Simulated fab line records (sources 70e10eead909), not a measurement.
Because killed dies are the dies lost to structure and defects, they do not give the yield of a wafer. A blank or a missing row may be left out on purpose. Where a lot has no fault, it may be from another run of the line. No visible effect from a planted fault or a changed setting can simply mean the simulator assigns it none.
Matching of chambers + flow nand_harc + NHARC_A_STAIRCASE_CMP_472 on cmp-01 has 4 sister chambers
The step polishes SiO2. 18 wafers are shown with their chamber, then 9 later ones without.

== WAFERS, EACH WITH ITS CHAMBER ==
| wafer  | chamber | motor_current_A (A) | retaining_ring_pressure_frac | slurry_filter_dp_kPa (kPa) |
|--------|---------|---------------------|------------------------------|----------------------------|
| L077.2 | 3       | 11.9                | 0.987                        | 13.32                      |
| L077.3 | 2       | 12.9                | 0.993                        | 13.46                      |
| L077.6 | 1       | 15.4                | 1.005                        | 13.42                      |
| L076.1 | 3       | 12.0                | 0.993                        | 13.58                      |
| L076.3 | 0       | 10.9                | 0.998                        | 13.71                      |
| L076.6 | 0       | 11.2                | 0.996                        | 13.29                      |
| L080.4 | 1       | 14.9                | 0.998                        | 13.46                      |
| L080.5 | 0       | 11.6                | 1.002                        | 13.66                      |
| L080.6 | 3       | 12.8                | 1.003                        | 13.28                      |
| L084.3 | 3       | 12.3                | 0.993                        | 13.43                      |
| L084.4 | 2       | 12.5                | 1.011                        | 13.65                      |
| L084.6 | 3       | 11.2                | 1.003                        | 13.73                      |
| L086.2 | 2       | 12.6                | 1.003                        | 13.50                      |
| L086.3 | 3       | 11.8                | 1.007                        | 13.52                      |
| L086.5 | 1       | 15.4                | 1.001                        | 13.65                      |
| L091.4 | 0       | 10.9                | 0.994                        | 13.40                      |
| L091.5 | 0       | 11.4                | 0.998                        | 13.53                      |
| L091.6 | 3       | 12.6                | 0.997                        | 13.42                      |

SIGNATURES (averages over the wafers above)
| reading                      | chamber 0 | chamber 1 | chamber 2 | chamber 3 | scatter within a chamber |
|------------------------------|-----------|-----------|-----------|-----------|--------------------------|
| motor_current_A              | 11.200    | 15.233    | 12.667    | 12.086    | 0.411                    |
| retaining_ring_pressure_frac | 0.99760   | 1.00133   | 1.00233   | 0.99757   | 0.00612                  |
| slurry_filter_dp_kPa         | 13.5180   | 13.5100   | 13.5367   | 13.4686   | 0.151                    |
Rule: for each reading, subtract the chamber's mean from the wafer's reading, divide by that reading's scatter and square the result; add these up over the readings and take the root, which gives the wafer's distance from the chamber. If the next closest chamber is less than 2 further off than the closest, the wafer can't be placed; otherwise it belongs to the closest. The scatter is the square root of a quotient: the sum, over the shown wafers, of each reading's squared deviation from its chamber's mean, divided by wafers minus chambers.

== WAFERS WITH NO CHAMBER GIVEN ==
| wafer  | motor_current_A (A) | retaining_ring_pressure_frac | slurry_filter_dp_kPa (kPa) |
|--------|---------------------|------------------------------|----------------------------|
| L092.3 | 12.5                | 0.999                        | 13.67                      |
| L092.4 | 12.3                | 1.005                        | 13.40                      |
| L092.6 | 11.8                | 1.005                        | 13.41                      |
| L094.4 | 14.6                | 0.994                        | 13.52                      |
| L094.5 | 12.4                | 0.997                        | 13.49                      |
| L094.6 | 12.4                | 0.990                        | 13.37                      |
| L097.1 | 12.7                | 1.000                        | 13.33                      |
| L097.3 | 15.3                | 0.996                        | 13.70                      |
| L097.6 | 15.2                | 1.006                        | 13.70                      |

== CHAMBER TAKEN BY EACH ==
| wafer  | from the rows above          | in truth |
|--------|------------------------------|----------|
| L092.3 | can't be placed: 2 or 3      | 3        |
| L092.4 | can't be placed: 2 or 3 or 0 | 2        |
| L092.6 | can't be placed: 3 or 0 or 2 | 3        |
| L094.4 | 1                            | 1        |
| L094.5 | can't be placed: 3 or 2      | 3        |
| L094.6 | can't be placed: 3 or 2 or 0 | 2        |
| L097.1 | can't be placed: 2 or 3      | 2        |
| L097.3 | 1                            | 1        |
| L097.6 | 1                            | 1        |
Correct placement for 3 of the 9. Can't be placed from these rows: 6 (the true chamber is among the candidates in 6). 0 placed wrongly.
